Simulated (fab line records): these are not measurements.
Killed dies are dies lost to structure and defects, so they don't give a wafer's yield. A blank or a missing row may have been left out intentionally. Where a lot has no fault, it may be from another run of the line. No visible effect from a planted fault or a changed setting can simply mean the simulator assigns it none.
One fault seen from 2 desks | flow n5Finfet | each desk holds nothing but its own numbers, with what lay behind them at the end

== FOR THE TOOL OWNER'S DESK: pecvd-01 ==
The tool's own readings at N5_BEOL_M14_ILD_DEP_00 (deposits SiO2 from TEOS/O2, target thk 1119.3 nm, time 237.4 s): means of the sampled wafers that have a number, for each lot that ran on this tool. Any lot whose mean is over 4 standard deviations away from the usual mean is out of limits and marked OUT; that distance is given in the brackets.
Columns: A = heaterPowerW at N5_BEOL_M14_ILD_DEP_00, usual 550 W; B = showerheadPlenumPTorr at N5_BEOL_M14_ILD_DEP_00, usual 8.370 Torr; C = susceptorTempC at N5_BEOL_M14_ILD_DEP_00, usual 400.00 C; D = throttleValvePct at N5_BEOL_M14_ILD_DEP_00, usual 18.2 %
lot  | first seen here | A   | B     | C                | D
L100 | day 12 17:04    | 534 | 8.350 | 399.76           | 18.7
L101 | day 13 01:56    | 543 | 8.354 | 406.17 (+32) OUT | 18.0
L103 | day 13 07:20    | 531 | 8.337 | 406.29 (+33) OUT | 18.1
This desk's finding: out of limits on L101, L103; first on L101, day 13 01:56 (susceptorTempC at N5_BEOL_M14_ILD_DEP_00). L100 stayed within limits.

== FROM THE METROLOGY DESK ==
What the gauges read for every lot (on any tool): the sampled wafers with a number, averaged. Any lot whose mean is over 4 standard deviations away from the usual mean is out of limits and marked OUT; that distance is given in the brackets. It has 11 readings, of which 7 appear: the earliest out of limits, and the ones furthest out on some lot.
Columns: A = DIBL_N at N5_BEOL_M4_RC_MEAS_101, usual 36.3 mV/V; B = ION_N at N5_BEOL_M4_RC_MEAS_101, usual 676 uA/um; C = ION_P at N5_BEOL_M4_RC_MEAS_101, usual 463 uA/um; D = SS_N at N5_BEOL_M4_RC_MEAS_101, usual 71.4 mV/dec; E = VT_N at N5_BEOL_M4_RC_MEAS_101, usual 249.3 mV; F = VT_P at N5_BEOL_M4_RC_MEAS_101, usual -250.1 mV; G = M14_ILD_THK at N5_BEOL_M14_THK_MEAS_01, usual 1118 nm
lot  | first seen here | A    | B   | C   | D    | E     | F      | G
L100 | day 9 12:46     | 37.7 | 665 | 459 | 71.5 | 252.8 | -250.6 | 1130
L101 | day 9 22:24     | 36.6 | 676 | 465 | 71.1 | 248.6 | -248.2 | 1068 (-4.2) OUT
L103 | day 10 06:39    | 34.5 | 676 | 463 | 71.7 | 250.2 | -251.8 | 1070
L106 | day 11 06:29    | 37.0 | 677 | 456 | 72.3 | 251.2 | -254.0 | 1115
This desk's result: L101 out of limits, first on L101 (M14_ILD_THK at N5_BEOL_M14_THK_MEAS_01), day 13 02:13. L100, L103, L106 stayed within limits.

== BROUGHT TOGETHER ==
On L101, L103, at day 13 01:56, an alarm was possible from the tool owner's desk.
An alarm was possible from the metrology desk at day 13 02:13, on L101.
The metrology desk holds a record of L103, inside its limits.
On pecvd-01, each named lot ran N5_BEOL_M14_ILD_DEP_00.

== WHAT THE SIMULATOR HAD INSERTED ==
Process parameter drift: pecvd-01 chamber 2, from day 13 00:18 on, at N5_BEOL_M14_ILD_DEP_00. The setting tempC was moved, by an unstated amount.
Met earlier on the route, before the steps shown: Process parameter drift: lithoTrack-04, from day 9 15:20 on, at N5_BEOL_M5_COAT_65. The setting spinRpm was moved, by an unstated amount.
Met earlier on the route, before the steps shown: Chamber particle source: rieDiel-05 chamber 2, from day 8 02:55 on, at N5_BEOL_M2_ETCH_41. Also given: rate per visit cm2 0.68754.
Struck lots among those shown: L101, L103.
Delay (hours) between the fault's onset and each desk's first out-of-limits reading: 2 at the tool owner's desk, 2 at the metrology desk.
